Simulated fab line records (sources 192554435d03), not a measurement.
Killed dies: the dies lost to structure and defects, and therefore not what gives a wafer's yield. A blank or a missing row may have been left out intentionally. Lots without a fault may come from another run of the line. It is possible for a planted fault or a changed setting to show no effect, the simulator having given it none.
fab line records + flow n5-finfet
record
- lots=9
- wafers=23
- last-day=18
route steps=1938 shown BEOL_M1@768 BEOL_M4@1111 PASSIVATION@1936
lots untouched by any fault: they come from a run of this same line in which no faults occurred
start-h: hours from the record's first day to the start of the lot's first wafer shown + wait-h: hours from the lot's prior step to this one + " identical to the entry in the row above + L1.1+2: a single row standing in for several wafers + - no value, or no start given + * or withheld: withheld + < > ~ a bound
route shown NAME@n: NAME is a module with steps in the file, n the number in the route of the first one + usual: mean/standard deviation taken from wafers without a fault + same: alike in all rows + chamber/n: place in a boat + sites: per-site readings + _std_site: the values' standard deviation + _edge_site: outer sites' mean less inner sites' + radius-mm: for every site, how far away it sits from the centre of the wafer + mask NAME#n: copy n + behind: tool/chamber where the wafer was last shaped + hold: why the lot went on hold/how many hours it stayed there/how the hold came to an end + device: names the non-switching transistor (n, p or np) + end of line: at the end of the route, the tests of the same wafers + a step with no rows: only its recipe + killed: dies lost to structure and defects at the first sort, not the wafer's yield + map: dies across one wafer; x = killed, . = not, _ = none there
set.NAME: the setting that was run; set.NAME@STEP: the one run at that earlier step + model.NAME: the simulator's own value behind a step, which no gauge read
steps of the route over a sample of lots; a table a step, a row a wafer
services: when a tool's chamber went out of use (start-h, in hours from the record's first day, below 0 if earlier), for how many hours, and the reason
## steps
# step N5_BEOL_M1_ETCH_74
# recipe
- chemistry=N2/H2
- target=underlayer
- target-depth-a=65
- mask-material=CAR-EUV
- time-s=5.2
- ion-energy-ev=200
- pressure-mtorr=30
- source-w=840
- bias-w=150
- n2-flow-sccm=200
- h2-flow-sccm=200
- ends=cleared
# usual
- drypump-motor-current-A=5.8/0.31
- etch-rf-on-time-s=5.18/0.18
- h2-flow-sccm=200.0/0.55
- oes-product-au=0.67/0.079
- rf-vpp-V=523/3.1
- showerhead-plenum-p-Torr=2.49/0.099
- throttle-valve-pct=17.79/0.25
| lot.wafer | tool        | chamber | start-h | wait-h | drypump-motor-current-A | etch-rf-on-time-s | h2-flow-sccm | oes-product-au | rf-hours-counter-h | rf-vpp-V | showerhead-plenum-p-Torr | throttle-valve-pct |
|-----------|-------------|---------|---------|--------|-------------------------|-------------------|--------------|----------------|--------------------|----------|--------------------------|--------------------|
| L632.1    | rie-diel-03 | 2       | 153.00  | 0.0    | 6.6                     | 5.30              | 200.6        | 0.58           | 244                | 524      | 2.48                     | 17.58              |
| L632.2    | "           | 3       | "       | "      | 5.5                     | 5.31              | 200.2        | 0.59           | 228                | 522      | 2.40                     | 17.74              |
| L632.3    | "           | 0       | "       | "      | 5.9                     | 4.92              | 200.1        | 0.78           | 25                 | 524      | 2.59                     | 18.04              |
| L633.2    | rie-diel-04 | 3       | 166.21  | 0.0    | 5.6                     | 5.22              | 200.3        | 0.66           | 110                | 519      | 2.35                     | 17.49              |
| L633.5    | "           | 3       | "       | "      | 5.6                     | 5.16              | 200.3        | 0.68           | -                  | 517      | 2.35                     | 17.49              |
| L635.1    | rie-diel-04 | 3       | 177.35  | 0.0    | 5.6                     | 5.24              | 199.8        | 0.67           | 113                | 517      | 2.34                     | 17.48              |
| L635.6    | "           | 1       | "       | "      | 6.1                     | 5.70              | 200.1        | 0.61           | -                  | 527      | 2.61                     | 17.54              |
| L636.3    | rie-diel-03 | 1       | 177.55  | 0.0    | 5.6                     | 4.98              | 199.9        | 0.63           | 189                | 519      | 2.41                     | 18.10              |
| L636.4    | "           | 1       | "       | "      | 5.6                     | 5.02              | 199.8        | 0.63           | -                  | 519      | 2.41                     | 18.09              |
| L640.2    | rie-diel-06 | 1       | 207.71  | 0.0    | 6.2                     | 5.16              | 199.9        | 0.75           | 33                 | 522      | 2.49                     | 17.93              |
| L640.4    | "           | 0       | "       | "      | 5.5                     | 5.12              | 200.3        | 0.59           | 236                | 522      | 2.39                     | 17.96              |
| L642.2    | rie-diel-04 | 1       | 212.93  | 0.0    | 6.2                     | 5.69              | 200.6        | 0.60           | 180                | 528      | 2.61                     | 17.57              |
| L642.4    | "           | 3       | "       | "      | 5.6                     | 5.26              | 199.6        | 0.66           | -                  | 520      | 2.34                     | 17.50              |
| L642.5    | "           | 2       | "       | "      | 6.0                     | 5.20              | 199.1        | 0.82           | -                  | 527      | 2.60                     | 17.67              |
| L645.1    | rie-diel-06 | 1       | 237.34  | 0.0    | 6.2                     | 5.17              | 200.0        | 0.74           | 45                 | 521      | 2.48                     | 17.95              |
| L645.3    | "           | 0       | "       | "      | 5.5                     | 5.11              | 199.5        | 0.59           | 248                | 520      | 2.38                     | 17.94              |
| L645.4    | "           | 3       | "       | "      | 5.9                     | 5.20              | 200.0        | 0.64           | 144                | 521      | 2.42                     | 17.76              |
| L649.1    | rie-diel-03 | 3       | 260.47  | 0.0    | 5.5                     | 5.21              | 200.0        | 0.80           | 5                  | 529      | 2.71                     | 17.33              |
| L649.4    | "           | 1       | "       | "      | 5.6                     | 5.07              | 200.5        | 0.61           | 214                | 519      | 2.40                     | 18.16              |
| L649.6    | "           | 2       | "       | "      | 6.6                     | 5.14              | 200.5        | 0.79           | -                  | 521      | 2.47                     | 17.16              |
| L650.2    | rie-diel-06 | 2       | 266.25  | 0.0    | 5.9                     | 5.27              | 200.2        | 0.75           | 15                 | 523      | 2.60                     | 17.59              |
| L650.5    | "           | 3       | "       | "      | 6.0                     | 5.16              | 200.2        | 0.64           | -                  | 522      | 2.42                     | 17.82              |
| L650.6    | "           | 2       | "       | "      | 5.9                     | 5.28              | 200.2        | 0.76           | -                  | 525      | 2.60                     | 17.57              |
# step N5_BEOL_M1_ETCH_77
# recipe
- chemistry=N2/H2
- target=underlayer
- target-depth-a=65
- mask-material=CAR-EUV
- time-s=5.2
- ion-energy-ev=200
- pressure-mtorr=30
- source-w=840
- bias-w=150
- n2-flow-sccm=200
- h2-flow-sccm=200
- ends=cleared
# usual
- drypump-motor-current-A=5.9/0.33
- etch-rf-on-time-s=5.15/0.16
- h2-flow-sccm=200.0/0.6
- oes-product-au=0.68/0.082
- rf-vpp-V=522.5/2.8
- showerhead-plenum-p-Torr=2.48/0.089
- throttle-valve-pct=17.81/0.26
| lot.wafer | tool        | chamber | start-h | wait-h | drypump-motor-current-A | etch-rf-on-time-s | h2-flow-sccm | oes-product-au | rf-hours-counter-h | rf-vpp-V | showerhead-plenum-p-Torr | throttle-valve-pct |
|-----------|-------------|---------|---------|--------|-------------------------|-------------------|--------------|----------------|--------------------|----------|--------------------------|--------------------|
| L632.1    | rie-diel-03 | 3       | 154.58  | 0.0    | 5.5                     | 5.25              | 199.5        | 0.60           | 229                | 522.0    | 2.40                     | 17.73              |
| L632.2    | "           | 1       | "       | "      | 5.6                     | 5.06              | 200.6        | 0.64           | 183                | 522.0    | 2.42                     | 18.10              |
| L632.3    | "           | 2       | "       | "      | 6.6                     | 5.26              | 200.2        | 0.58           | 245                | 521.8    | 2.48                     | 17.57              |
| L633.2    | rie-diel-04 | 1       | 167.20  | 0.0    | 6.2                     | 5.64              | 199.9        | 0.61           | 164                | 525.7    | 2.61                     | 17.53              |
| L633.5    | "           | 3       | "       | "      | 5.6                     | 5.23              | 199.0        | 0.67           | -                  | 518.6    | 2.35                     | 17.50              |
| L635.1    | rie-diel-06 | 2       | 178.22  | 0.0    | 5.9                     | 5.29              | 199.9        | 0.57           | 244                | 526.1    | 2.61                     | 17.95              |
| L635.6    | "           | 3       | "       | "      | 6.0                     | 5.09              | 199.5        | 0.67           | -                  | 522.8    | 2.43                     | 17.75              |
| L636.3    | rie-diel-03 | 3       | 178.55  | 0.0    | 5.5                     | 5.25              | 199.9        | 0.59           | 235                | 518.2    | 2.40                     | 17.73              |
| L636.4    | "           | 1       | "       | "      | 5.6                     | 5.04              | 200.7        | 0.63           | -                  | 522.0    | 2.41                     | 18.11              |
| L640.2    | rie-diel-03 | 0       | 208.59  | 0.0    | 5.8                     | 5.02              | 200.0        | 0.75           | 43                 | 526.4    | 2.58                     | 18.04              |
| L640.4    | "           | 1       | "       | "      | 5.6                     | 5.03              | 201.1        | 0.63           | 200                | 519.8    | 2.41                     | 18.12              |
| L642.2    | rie-diel-03 | 0       | 214.03  | 0.0    | 5.9                     | 4.96              | 199.3        | 0.75           | 45                 | 526.1    | 2.58                     | 18.07              |
| L642.4    | "           | 3       | "       | "      | 5.5                     | 3.45              | 200.3        | 0.75           | -                  | 518.7    | 2.40                     | 17.79              |
| L642.5    | "           | 2       | "       | "      | 6.6                     | 3.44              | 199.9        | 1.06           | -                  | 523.2    | 2.48                     | 17.18              |
| L645.1    | rie-diel-03 | 2       | 238.34  | 0.0    | 6.5                     | 5.10              | 201.0        | 0.81           | 12                 | 521.8    | 2.47                     | 17.16              |
| L645.3    | "           | 0       | "       | "      | 5.8                     | 3.32              | 199.9        | 0.95           | 56                 | 525.7    | 2.58                     | 18.08              |
| L645.4    | "           | 2       | "       | "      | 6.6                     | 3.41              | 199.9        | 1.02           | -                  | 525.5    | 2.47                     | 17.20              |
| L649.1    | rie-diel-06 | 1       | 261.34  | 0.0    | 6.2                     | 5.11              | 199.7        | 0.74           | 54                 | 523.1    | 2.48                     | 17.96              |
| L649.4    | "           | 3       | "       | "      | 6.0                     | 5.20              | 200.7        | 0.65           | -                  | 521.5    | 2.42                     | 17.78              |
| L649.6    | "           | 2       | "       | "      | 5.9                     | 5.19              | 200.9        | 0.77           | -                  | 525.1    | 2.61                     | 17.60              |
| L650.2    | rie-diel-06 | 3       | 267.12  | 0.0    | 6.0                     | 5.15              | 200.0        | 0.64           | 156                | 522.8    | 2.42                     | 17.79              |
| L650.5    | "           | 2       | "       | "      | 5.9                     | 5.12              | 199.4        | 0.78           | -                  | 526.9    | 2.61                     | 17.60              |
| L650.6    | "           | 1       | "       | "      | 6.2                     | 5.01              | 200.8        | 0.74           | -                  | 521.7    | 2.48                     | 17.96              |
# step N5_BEOL_M1_ETCH_70
# recipe
- chemistry=N2/H2
- target=SOC
- target-depth-a=800
- overetch-a=160
- mask-material=SiARC
- temp-c=40
- time-s=120
- ion-energy-ev=200
- pressure-mtorr=30
- source-w=840
- bias-w=150
- n2-flow-sccm=200
- h2-flow-sccm=200
# usual
- drypump-motor-current-A=5.9/0.33
- h2-flow-sccm=199.9/0.53
- oes-product-au=0.60/0.068
- rf-vpp-V=522.6/2.8
- showerhead-plenum-p-Torr=2.49/0.099
- temp-c=40.01/0.099
- throttle-valve-pct=17.71/0.25
| lot.wafer | tool        | chamber | start-h | wait-h | drypump-motor-current-A | h2-flow-sccm | oes-product-au | rf-hours-counter-h | rf-vpp-V | showerhead-plenum-p-Torr | temp-c | throttle-valve-pct |
|-----------|-------------|---------|---------|--------|-------------------------|--------------|----------------|--------------------|----------|--------------------------|--------|--------------------|
| L632.1    | rie-diel-03 | 1       | 158.58  | 0.0    | 5.6                     | 200.1        | 0.56           | 184                | 520.2    | 2.42                     | 40.03  | 18.06              |
| L632.2    | "           | 3       | "       | "      | 5.5                     | 200.0        | 0.54           | 229                | 519.5    | 2.40                     | 40.03  | 17.70              |
| L632.3    | "           | 2       | "       | "      | 6.6                     | 200.0        | 0.53           | 245                | 522.2    | 2.48                     | 39.98  | 17.52              |
| L633.2    | rie-diel-06 | 2       | 169.11  | 0.0    | 5.9                     | 199.6        | 0.51           | 241                | 525.3    | 2.62                     | 39.79  | 17.90              |
| L633.5    | "           | 3       | "       | "      | 6.0                     | 198.5        | 0.59           | -                  | 521.4    | 2.43                     | 40.12  | 17.69              |
| L636.3    | rie-diel-03 | 0       | 180.68  | 0.0    | 5.8                     | 199.7        | 0.67           | 33                 | 523.5    | 2.58                     | 40.04  | 17.98              |
| L636.4    | "           | 1       | "       | "      | 5.6                     | 200.1        | 0.56           | -                  | 521.8    | 2.41                     | 40.11  | 18.06              |
| L635.1    | rie-diel-04 | 2       | 181.53  | 0.0    | 6.1                     | 200.0        | 0.53           | 248                | 526.0    | 2.61                     | 40.05  | 18.05              |
| L635.6    | "           | 0       | "       | "      | 5.4                     | 200.4        | 0.58           | -                  | 520.3    | 2.42                     | 40.02  | 17.56              |
| L640.2    | rie-diel-04 | 1       | 211.17  | 0.0    | 6.2                     | 199.6        | 0.57           | 179                | 526.5    | 2.61                     | 40.08  | 17.52              |
| L640.4    | "           | 1       | "       | "      | 6.2                     | 199.7        | 0.57           | -                  | 525.9    | 2.61                     | 40.10  | 17.53              |
| L642.2    | rie-diel-03 | 3       | 216.28  | 0.0    | 5.5                     | 200.7        | 0.53           | 249                | 519.3    | 2.39                     | 39.97  | 17.72              |
| L642.4    | "           | 2       | "       | "      | 6.6                     | 199.7        | 0.74           | -                  | 521.8    | 2.48                     | 40.00  | 17.10              |
| L642.5    | "           | 0       | "       | "      | 5.8                     | 200.4        | 0.65           | -                  | 524.1    | 2.58                     | 40.03  | 18.01              |
| L645.1    | rie-diel-06 | 1       | 241.54  | 0.0    | 6.2                     | 199.5        | 0.65           | 46                 | 521.5    | 2.48                     | 39.89  | 17.92              |
| L645.3    | "           | 2       | "       | "      | 5.9                     | 199.1        | 0.72           | 5                  | 526.7    | 2.61                     | 39.95  | 17.52              |
| L645.4    | "           | 0       | "       | "      | 5.4                     | 199.7        | 0.52           | 250                | 520.3    | 2.38                     | 39.96  | 17.92              |
| L649.1    | rie-diel-03 | 3       | 270.71  | 0.0    | 5.5                     | 199.7        | 0.71           | 7                  | 528.7    | 2.71                     | 39.85  | 17.28              |
| L649.4    | "           | 0       | "       | "      | 5.8                     | 200.2        | 0.63           | 65                 | 525.5    | 2.57                     | 40.21  | 18.04              |
| L649.6    | "           | 3       | "       | "      | 5.5                     | 200.1        | 0.70           | -                  | 528.1    | 2.71                     | 40.03  | 17.30              |
| L650.2    | rie-diel-06 | 0       | 277.45  | 0.0    | 5.5                     | 200.2        | 0.72           | 4                  | 527.9    | 2.70                     | 40.01  | 17.48              |
| L650.5    | "           | 3       | "       | "      | 6.0                     | 200.2        | 0.57           | -                  | 520.5    | 2.42                     | 40.19  | 17.76              |
| L650.6    | "           | 2       | "       | "      | 5.9                     | 199.7        | 0.68           | -                  | 525.8    | 2.60                     | 40.07  | 17.56              |
# step N5_BEOL_M1_STRIP_36
# recipe
- chemistry=N2/H2
- power-w=450
- temp-c=40
- pressure-mtorr=20
- rf-frequency-hz=6e+07
- overash-fraction=0.3
- bias-power-w=7
- h2-frac=0.5
- n2-flow-sccm=200
- h2-flow-sccm=200
# usual
- bias-power-w=7.000/0.02
- drypump-motor-current-A=5.9/0.33
- h2-flow-sccm=200.0/0.61
- oes-product-au=0.79/0.097
- rf-vpp-V=58.9/1.4
- showerhead-plenum-p-Torr=2.48/0.099
- temp-c=40.01/0.11
- throttle-valve-pct=23.5/0.34
| lot.wafer | tool        | chamber | start-h | wait-h | bias-power-w | drypump-motor-current-A | h2-flow-sccm | oes-product-au | rf-hours-counter-h | rf-vpp-V | showerhead-plenum-p-Torr | temp-c | throttle-valve-pct |
|-----------|-------------|---------|---------|--------|--------------|-------------------------|--------------|----------------|--------------------|----------|--------------------------|--------|--------------------|
| L632.1    | rie-diel-03 | 1       | 158.74  | 0.0    | 6.992        | 5.6                     | 199.0        | 0.73           | 184                | 58.9     | 2.41                     | 39.99  | 24.0               |
| L632.2    | "           | 3       | "       | "      | 7.005        | 5.5                     | 200.7        | 0.71           | 229                | 54.5     | 2.40                     | 40.10  | 23.4               |
| L632.3    | "           | 2       | "       | "      | 6.996        | 6.5                     | 200.5        | 0.69           | 245                | 60.2     | 2.48                     | 40.04  | 23.1               |
| L633.2    | rie-diel-06 | 2       | 169.27  | 0.0    | 7.033        | 5.9                     | 199.2        | 0.68           | 241                | 58.7     | 2.61                     | 40.01  | 23.7               |
| L633.5    | "           | 3       | "       | "      | 7.008        | 6.0                     | 199.7        | 0.79           | -                  | 58.4     | 2.43                     | 40.06  | 23.4               |
| L636.3    | rie-diel-03 | 0       | 180.84  | 0.0    | 7.007        | 5.8                     | 199.7        | 0.88           | 33                 | 56.9     | 2.58                     | 40.01  | 24.1               |
| L636.4    | "           | 1       | "       | "      | 6.976        | 5.6                     | 199.4        | 0.73           | -                  | 57.4     | 2.41                     | 40.17  | 24.0               |
| L635.1    | rie-diel-04 | 2       | 181.69  | 0.0    | 6.990        | 6.0                     | 199.4        | 0.70           | 248                | 61.9     | 2.60                     | 39.97  | 23.8               |
| L635.6    | "           | 0       | "       | "      | 6.984        | 5.4                     | 200.1        | 0.77           | -                  | 60.6     | 2.41                     | 39.92  | 23.2               |
| L640.2    | rie-diel-04 | 1       | 211.33  | 0.0    | 6.990        | 6.2                     | 200.5        | 0.73           | 179                | 61.2     | 2.60                     | 40.13  | 23.3               |
| L640.4    | "           | 1       | "       | "      | 7.003        | 6.2                     | 200.5        | 0.74           | -                  | 60.6     | 2.60                     | 39.95  | 23.3               |
| L642.2    | rie-diel-03 | 3       | 216.44  | 0.0    | 6.999        | 5.5                     | 199.5        | 0.69           | 249                | 58.1     | 2.39                     | 40.13  | 23.5               |
| L642.4    | "           | 2       | "       | "      | 7.025        | 6.5                     | 199.8        | 0.97           | -                  | 58.0     | 2.47                     | 40.07  | 22.7               |
| L642.5    | "           | 0       | "       | "      | 6.990        | 5.9                     | 199.9        | 0.85           | -                  | 58.4     | 2.57                     | 40.05  | 24.1               |
| L645.1    | rie-diel-06 | 1       | 241.70  | 0.0    | 6.995        | 6.2                     | 198.7        | 0.87           | 46                 | 59.7     | 2.48                     | 40.20  | 23.8               |
| L645.3    | "           | 2       | "       | "      | 6.976        | 5.9                     | 200.2        | 0.95           | 5                  | 60.1     | 2.61                     | 40.02  | 23.5               |
| L645.4    | "           | 0       | "       | "      | 6.971        | 5.5                     | 199.3        | 0.67           | 250                | 59.0     | 2.38                     | 40.22  | 23.7               |
| L649.1    | rie-diel-03 | 3       | 270.87  | 0.0    | 6.996        | 5.5                     | 200.5        | 0.93           | 7                  | 60.3     | 2.71                     | 40.00  | 23.1               |
| L649.4    | "           | 0       | "       | "      | 7.025        | 5.9                     | 200.1        | 0.83           | 66                 | 60.3     | 2.57                     | 40.10  | 24.1               |
| L649.6    | "           | 3       | "       | "      | 7.001        | 5.5                     | 201.6        | 0.95           | -                  | 57.7     | 2.71                     | 40.08  | 23.1               |
| L650.2    | rie-diel-06 | 0       | 277.61  | 0.0    | 7.014        | 5.5                     | 199.4        | 0.95           | 4                  | 59.0     | 2.69                     | 39.88  | 23.4               |
| L650.5    | "           | 3       | "       | "      | 7.018        | 6.0                     | 199.4        | 0.74           | -                  | 58.5     | 2.41                     | 39.78  | 23.5               |
| L650.6    | "           | 2       | "       | "      | 7.026        | 5.9                     | 200.0        | 0.91           | -                  | 60.7     | 2.60                     | 40.14  | 23.4               |
# step N5_BEOL_M4_RC_MEAS_101
# usual
- DIBL_N=37.4/2.1
- DIBL_P=37.8/2.5
- IOFF_N=0.19/0.045
- IOFF_P=0.24/0.05
- ION_N=682/16
- ION_P=467/11
- SS_N=71.9/0.67
- SS_P=73.6/0.76
- VT_N=247/3.6
- VT_P=-248/3.6
| lot.wafer | tool      | chamber | start-h | wait-h | DIBL_N[mV/V] | DIBL_P[mV/V] | IOFF_N[nA/um] | IOFF_P[nA/um] | ION_N[uA/um] | ION_P[uA/um] | SS_N[mV/dec] | SS_P[mV/dec] | VT_N[mV] | VT_P[mV] |
|-----------|-----------|---------|---------|--------|--------------|--------------|---------------|---------------|--------------|--------------|--------------|--------------|----------|----------|
| L632.1    | prober-02 | 0       | 191.10  | 0.0    | 38.9         | 39.8         | 0.23          | 0.29          | 704          | 477          | 73.0         | 74.0         | 242      | -244     |
| L632.2    | "         | 0       | "       | "      | 35.4         | 36.1         | 0.16          | 0.22          | 665          | 459          | 72.0         | 73.6         | 245      | -246     |
| L632.3    | "         | 0       | "       | "      | 33.9         | 34.6         | 0.13          | 0.20          | 682          | 477          | 71.7         | 72.8         | 250      | -250     |
| L633.2    | prober-02 | 0       | 212.62  | 0.2    | 36.2         | 37.4         | 0.16          | 0.22          | 689          | 470          | 71.4         | 73.9         | 247      | -248     |
| L633.5    | "         | 0       | "       | "      | 35.6         | 36.6         | 0.16          | 0.21          | 695          | 473          | 72.0         | 73.1         | 249      | -249     |
| L636.3    | prober-01 | 0       | 216.33  | 0.3    | 40.0         | 40.1         | 0.23          | 0.26          | 670          | 451          | 72.4         | 74.1         | 248      | -248     |
| L636.4    | "         | 0       | "       | "      | 35.1         | 36.0         | 0.15          | 0.21          | 684          | 467          | 70.8         | 72.1         | 247      | -249     |
| L635.1    | prober-01 | 0       | 217.65  | 0.0    | 40.9         | 43.1         | 0.31          | 0.38          | 709          | 491          | 72.6         | 75.3         | 238      | -241     |
| L635.6    | "         | 0       | "       | "      | 36.3         | 36.8         | 0.18          | 0.25          | 711          | 492          | 71.1         | 73.5         | 247      | -245     |
| L640.2    | prober-02 | 0       | 254.80  | 1.0    | 34.6         | 33.4         | 0.14          | 0.15          | 664          | 440          | 71.1         | 73.0         | 254      | -256     |
| L640.4    | "         | 0       | "       | "      | 39.8         | 42.2         | 0.24          | 0.29          | 681          | 457          | 71.7         | 74.8         | 244      | -248     |
| L642.2    | prober-01 | 0       | 261.45  | 0.2    | 38.8         | 38.7         | 0.21          | 0.27          | 692          | 475          | 72.8         | 74.2         | 244      | -249     |
| L642.4    | "         | 0       | "       | "      | 40.4         | 40.0         | 0.24          | 0.29          | 675          | 460          | 72.8         | 74.3         | 248      | -247     |
| L642.5    | "         | 0       | "       | "      | 39.0         | 38.3         | 0.19          | 0.26          | 662          | 456          | 73.4         | 74.4         | 250      | -251     |
| L645.1    | prober-02 | 0       | 284.67  | 0.0    | 35.6         | 35.6         | 0.14          | 0.19          | 664          | 455          | 70.8         | 72.3         | 251      | -248     |
| L645.3    | "         | 0       | "       | "      | 39.4         | 38.5         | 0.20          | 0.23          | 665          | 451          | 71.8         | 73.0         | 249      | -250     |
| L645.4    | "         | 0       | "       | "      | 41.2         | 40.6         | 0.23          | 0.26          | 698          | 469          | 72.2         | 73.4         | 246      | -249     |
| L649.1    | prober-01 | 0       | 315.96  | 0.0    | 36.1         | 36.7         | 0.15          | 0.20          | 659          | 448          | 71.9         | 72.8         | 251      | -252     |
| L649.4    | "         | 0       | "       | "      | 35.7         | 36.4         | 0.15          | 0.21          | 656          | 452          | 71.4         | 73.3         | 248      | -249     |
| L649.6    | "         | 0       | "       | "      | 35.1         | 36.8         | 0.14          | 0.21          | 673          | 461          | 72.2         | 73.0         | 250      | -252     |
| L650.2    | prober-02 | 0       | 330.09  | 0.2    | 32.9         | 33.6         | 0.11          | 0.19          | 677          | 477          | 70.8         | 72.6         | 253      | -247     |
| L650.5    | "         | 0       | "       | "      | 37.6         | 38.6         | 0.20          | 0.29          | 699          | 483          | 72.1         | 74.1         | 245      | -245     |
| L650.6    | "         | 0       | "       | "      | 31.9         | 32.6         | 0.10          | 0.18          | 665          | 468          | 71.5         | 72.6         | 257      | -248     |
# step N5_PASSIVATION_PROBE_49
# usual
- defect-limited-yield=90.9/1.6
- killed_at_M0_to_M3=34/10
- killed_at_M4_up=13/5.4
- killed-at-contacts=13/6
- killed-at-front-end=42/13
- killed-at-other=4/3.2
- killed-dies=107/18
- killed-open=69/14
- killed-short=35/7.7
- sort_bin_4_leakage=0.02/0.17
- sort_bin_5_function=5.3/1
- sort_bin_6_memory=3.3/0.75
- sort_bin_8_speed=0.00/0.015
- sort-n-pass=1073/19
- sort-yield-pct=90.9/1.6
# same
- gross-dies=1180
- killed-at-back-side=0
| lot.wafer | tool      | chamber | start-h | wait-h | defect-limited-yield[%] | killed_at_M0_to_M3 | killed_at_M4_up | killed-at-contacts | killed-at-front-end | killed-at-other | killed-dies | killed-open | killed-short | sort_bin_4_leakage[%] | sort_bin_5_function[%] | sort_bin_6_memory[%] | sort_bin_8_speed[%] | sort-n-pass | sort-yield-pct[%] |
|-----------|-----------|---------|---------|--------|-------------------------|--------------------|-----------------|--------------------|---------------------|-----------------|-------------|-------------|--------------|-----------------------|------------------------|----------------------|---------------------|-------------|-------------------|
| L645.1    | prober-02 | -       | 407.78  | 0.0    | 91.9                    | 31                 | 11              | 18                 | 35                  | 1               | 96          | 56          | 30           | 0                     | 4.7                    | 3.3                  | 0                   | 1084        | 91.9              |
# killed by level:class
L645.1 MOL_CONTACT_COAG:geometric-particle:open=14 FIN_SAQP:geometric-particle:open=8 BEOL_M1:geometric-particle:open=7 BEOL_M3:geometric-particle:short=7 STI_FIN_REVEAL:geometric-particle:open=6 BEOL_M0_SAQP:geometric-particle:short=6 BEOL_M4:geometric-particle:open=4 FIN_CUT:area-etch=4
## services
| tool        | chamber | start-h | hours | kind                          |
|-------------|---------|---------|-------|-------------------------------|
| rie-diel-04 | -       | 136.74  | 2.8   | pm                            |
| rie-diel-04 | 2       | 157.46  | 2.1   | repair                        |
| rie-diel-03 | 2       | 175.53  | -     | clean                         |
| rie-diel-03 | 2       | 175.53  | -     | consumable-replace:focus-ring |
| rie-diel-03 | 2       | 175.53  | 31.8  | scheduled-down                |
| rie-diel-03 | 2       | 175.53  | 31.8  | vent-cycle                    |
| rie-diel-06 | 2       | 178.37  | 10.6  | repair                        |
| rie-diel-06 | -       | 201.59  | 2.8   | pm                            |
| rie-diel-04 | 0       | 209.83  | 5.8   | repair                        |
| rie-diel-06 | 2       | 213.54  | -     | clean                         |
| rie-diel-06 | 2       | 213.54  | -     | consumable-replace:focus-ring |
| rie-diel-06 | 2       | 213.54  | 13.1  | scheduled-down                |
| rie-diel-06 | 2       | 213.54  | 13.1  | vent-cycle                    |
| rie-diel-03 | 3       | 233.72  | -     | clean                         |
| rie-diel-03 | 3       | 233.72  | -     | consumable-replace:focus-ring |
| rie-diel-03 | 3       | 233.72  | -     | consumable-replace:showerhead |
| rie-diel-03 | 3       | 233.72  | 11.9  | scheduled-down                |
| rie-diel-03 | 3       | 233.72  | 11.9  | vent-cycle                    |
| rie-diel-06 | 0       | 242.41  | -     | clean                         |
| rie-diel-06 | 0       | 242.41  | -     | consumable-replace:focus-ring |
| rie-diel-06 | 0       | 242.41  | -     | consumable-replace:showerhead |
| rie-diel-06 | 0       | 242.41  | 21.1  | scheduled-down                |
| rie-diel-04 | 0       | 250.43  | 17.9  | repair                        |
| rie-diel-03 | -       | 267.61  | 2.8   | pm                            |
## key
first-sign
- step=N5_BEOL_M1_ETCH_77
- reading=etch-rf-on-time-s
- direction=down
- sigmas=11
- usual=*
- struck=*
effect
- step=N5_BEOL_M1_ETCH_77
- reading=oes-product-au
- direction=up
- sigmas=3.3
- usual=0.68
- struck=0.94
met-at N5_BEOL_M1_ETCH_77
struck-lots L642,L645
struck-wafers L642.4,L642.5,L645.3,L645.4
baseline-loss
- step=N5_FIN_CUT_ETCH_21
- wafers=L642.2
not-acting-at N5_BEOL_M1_ETCH_74,N5_BEOL_M1_ETCH_70,N5_BEOL_M1_STRIP_36
onset-between 208.59 214.03
fault
- kind=process-parameter-drift
- tool=rie-diel-03
- chamber=-
- onset-h=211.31
- steps=N5_BEOL_M1_ETCH_77
- channel=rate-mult
- offset=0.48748
- shape=step
- end-h=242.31
- scope=struck-wafers-only
# baseline-loss: these wafers lose ten dies or more at that step, a loss of the line's own and not of a fault; the sort's usual values leave them out
